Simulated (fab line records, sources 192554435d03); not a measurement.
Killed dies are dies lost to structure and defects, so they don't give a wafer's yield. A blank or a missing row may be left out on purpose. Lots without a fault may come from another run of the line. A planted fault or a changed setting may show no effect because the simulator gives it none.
Chamber matching | flow n5_finfet | N5_SDB_ETCH_17 on rie_diel-04: 4 sister chambers
The step etches SiARC in CF4, target depth 23.4 nm, time 39 s. 20 wafers are shown with their chamber, then 10 later ones without.

WAFERS WITH THEIR CHAMBER
wafer  | chamber | drypump_motor_current_A (A) | throttle_valve_pct (%) | showerhead_plenum_p_Torr (Torr)
L077.1 | 0       | 5.1                         | 15.96                  | 2.12
L077.4 | 0       | 5.1                         | 15.95                  | 2.12
L077.5 | 3       | 5.8                         | 15.98                  | 2.03
L078.1 | 2       | 5.4                         | 15.22                  | 2.17
L078.3 | 3       | 5.8                         | 16.00                  | 2.03
L078.5 | 3       | 5.8                         | 15.97                  | 2.03
L080.2 | 1       | 6.5                         | 15.76                  | 2.11
L080.5 | 0       | 5.1                         | 15.97                  | 2.12
L080.6 | 3       | 5.9                         | 15.99                  | 2.02
L081.1 | 0       | 5.1                         | 15.95                  | 2.12
L081.3 | 3       | 5.8                         | 15.99                  | 2.02
L081.6 | 0       | 5.1                         | 15.97                  | 2.12
L085.1 | 2       | 5.4                         | 15.26                  | 2.17
L085.4 | 0       | 5.1                         | 15.99                  | 2.11
L085.5 | 1       | 6.5                         | 15.78                  | 2.11
L087.1 | 2       | 5.4                         | 15.27                  | 2.16
L087.5 | 0       | 5.1                         | 15.99                  | 2.11
L087.6 | 2       | 5.4                         | 15.25                  | 2.16
L091.1 | 0       | 5.1                         | 16.00                  | 2.11
L091.2 | 1       | 6.5                         | 15.81                  | 2.11

SIGNATURES (means of the wafers above)
reading                  | chamber 0 | chamber 1 | chamber 2 | chamber 3 | scatter within a chamber
drypump_motor_current_A  | 5.100     | 6.500     | 5.400     | 5.820     | 0.0224
throttle_valve_pct       | 15.9725   | 15.7833   | 15.2500   | 15.9860   | 0.0189
showerhead_plenum_p_Torr | 2.1162    | 2.1100    | 2.1650    | 2.0260    | 0.00505
Rule: a wafer's distance from a chamber is the root of the sum, over the readings, of the square of ((its reading less the chamber's mean) divided by the reading's scatter). The wafer belongs to the nearest chamber; if the next one is less than 2 further off, it can't be placed. The scatter: the root of (the sum of the squares of (reading less its chamber's mean) over the shown wafers, divided by (wafers less chambers)).

WAFERS WITHOUT THEIR CHAMBER
wafer  | drypump_motor_current_A (A) | throttle_valve_pct (%) | showerhead_plenum_p_Torr (Torr)
L091.4 | 5.9                         | 15.52                  | 2.28
L093.2 | 5.4                         | 15.30                  | 2.16
L093.3 | 5.8                         | 15.53                  | 2.27
L093.5 | 5.5                         | 15.29                  | 2.16
L095.1 | 5.4                         | 15.29                  | 2.16
L095.3 | 6.5                         | 15.84                  | 2.10
L095.5 | 5.5                         | 15.30                  | 2.16
L096.1 | 6.5                         | 15.85                  | 2.10
L096.5 | 5.9                         | 15.55                  | 2.27
L096.6 | 6.5                         | 15.86                  | 2.10

WHICH CHAMBER EACH WENT THROUGH
wafer  | from the rows above | in truth
L091.4 | 2                   | 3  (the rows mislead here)
L093.2 | 2                   | 2
L093.3 | 2                   | 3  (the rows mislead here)
L093.5 | 2                   | 2
L095.1 | 2                   | 2
L095.3 | 1                   | 1
L095.5 | 2                   | 2
L096.1 | 1                   | 1
L096.5 | 2                   | 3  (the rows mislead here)
L096.6 | 1                   | 1
Placed correctly: 7 of 10. Can't be placed from these rows: 0. Placed wrongly: 3.
